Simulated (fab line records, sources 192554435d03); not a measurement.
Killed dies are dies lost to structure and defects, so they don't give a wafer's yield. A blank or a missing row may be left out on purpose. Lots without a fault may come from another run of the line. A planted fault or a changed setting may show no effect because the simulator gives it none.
Split-lot experiment | flow n5_finfet | 7 lots, 21 wafers read, on a route of 1938 steps

THE SPLIT
At N5_BEOL_M2_COAT_22 (resist thk 30 nm), the setting spin_rpm was moved away from the recipe's 1500 rpm on 5 of the 21 wafers read, by -10.5% to +9.2%. The other wafers ran this setting at the recipe's value.

FROM THE SPLIT TO THE READING: what the file shows between them, 3 steps
- N5_BEOL_M2_EBR_24
- N5_BEOL_M2_SOFTBAKE_23: time 60 s
- N5_BEOL_M2_DESCUM_33: chemistry O2, time 7 s

THE READING
CAR-EUV_of_BEOL_M2_COAT_22.thk_nm (the simulator's own value, which no gauge read), in nm, at N5_BEOL_M2_ETCH_77 (etches underlayer in N2/H2, target depth 6.5 nm, time 5.2 s). The file gives no usual value for it. The 16 wafers here that ran the recipe average 20.4 nm, standard deviation 0.078 nm.

wafer  | tool, chamber at the split | spin_rpm as run, rpm | against the recipe | CAR-EUV_of_BEOL_M2_COAT_22.thk_nm, nm | against lot-mates on the recipe
L075.1 | litho_track-03, 0          | 1572                 | +4.8%              | 19.6                                  | -0.6
L075.4 | litho_track-03, 0          | 1500                 | recipe             | 20.2                                  | -
L075.5 | litho_track-03, 0          | 1500                 | recipe             | 20.2                                  | -
L080.3 | litho_track-05, 0          | 1500                 | recipe             | 20.4                                  | -
L080.4 | litho_track-05, 0          | 1500                 | recipe             | 20.4                                  | -
L080.6 | litho_track-05, 0          | 1500                 | recipe             | 20.4                                  | -
L085.4 | litho_track-03, 0          | 1627                 | +8.5%              | 19.2                                  | -1.2
L085.5 | litho_track-03, 0          | 1500                 | recipe             | 20.4                                  | -
L085.6 | litho_track-03, 0          | 1500                 | recipe             | 20.4                                  | -
L083.3 | litho_track-05, 0          | 1500                 | recipe             | 20.4                                  | -
L083.5 | litho_track-05, 0          | 1500                 | recipe             | 20.4                                  | -
L083.6 | litho_track-05, 0          | 1500                 | recipe             | 20.4                                  | -
L084.1 | litho_track-02, 0          | 1500                 | recipe             | 20.2                                  | -
L084.2 | litho_track-02, 0          | 1500                 | recipe             | 20.4                                  | -
L084.5 | litho_track-02, 0          | 1500                 | recipe             | 20.4                                  | -
L090.2 | litho_track-03, 0          | 1500                 | recipe             | 20.4                                  | -
L090.3 | litho_track-03, 0          | 1342                 | -10.5%             | 22.2                                  | +1.8
L090.6 | litho_track-03, 0          | 1342                 | -10.5%             | 22                                    | +1.6
L092.1 | litho_track-05, 0          | 1500                 | recipe             | 20.4                                  | -
L092.4 | litho_track-05, 0          | 1500                 | recipe             | 20.4                                  | -
L092.2 | litho_track-05, 0          | 1638                 | +9.2%              | 19.2                                  | -1.2

THE FIT
A straight line over all 21 wafers: CAR-EUV_of_BEOL_M2_COAT_22.thk_nm changes by -0.152 nm for each +1% of spin_rpm; r = -0.99; the points scatter about the line by 0.11 nm.
The same after taking each lot's own level away (the mean of its wafers on the recipe; 21 wafers): -0.149 nm for each +1%; r = -0.99; scatter 0.076 nm.
On that fit, the largest move of spin_rpm shifts the reading by 1.6 nm.
The lots' own levels span 20.20 to 20.40 nm, that is 2.6 times the standard deviation above.
So the lot-to-lot level changes the slope little: the two slopes agree.
Check: with one of the wafers moved furthest among these (-10.5%) left out of the fit, the line predicts +1.51 nm for it against its lot-mates. It came out at +1.8 nm against them.

THE WHOLE CHAIN: every reading that the file lists as answering this split, in the file's order
step               | what it does                                                | reading                                                                            | change (the file's fit)               | r (the file's)
N5_BEOL_M2_COAT_22 | resist thk 30 nm                                            | CAR-EUV_of_BEOL_M2_COAT_22.thk_nm (the simulator's own value, which no gauge read) | -0.15 nm for each +1% of the setting  | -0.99
N5_BEOL_M2_ETCH_77 | etches underlayer in N2/H2, target depth 6.5 nm, time 5.2 s | CAR-EUV_of_BEOL_M2_COAT_22.thk_nm (the simulator's own value, which no gauge read) | -0.145 nm for each +1% of the setting | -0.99

THE FILE'S OWN FIT
CAR-EUV_of_BEOL_M2_COAT_22.thk_nm changes by -0.145 nm for each +1% of spin_rpm, r = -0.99.
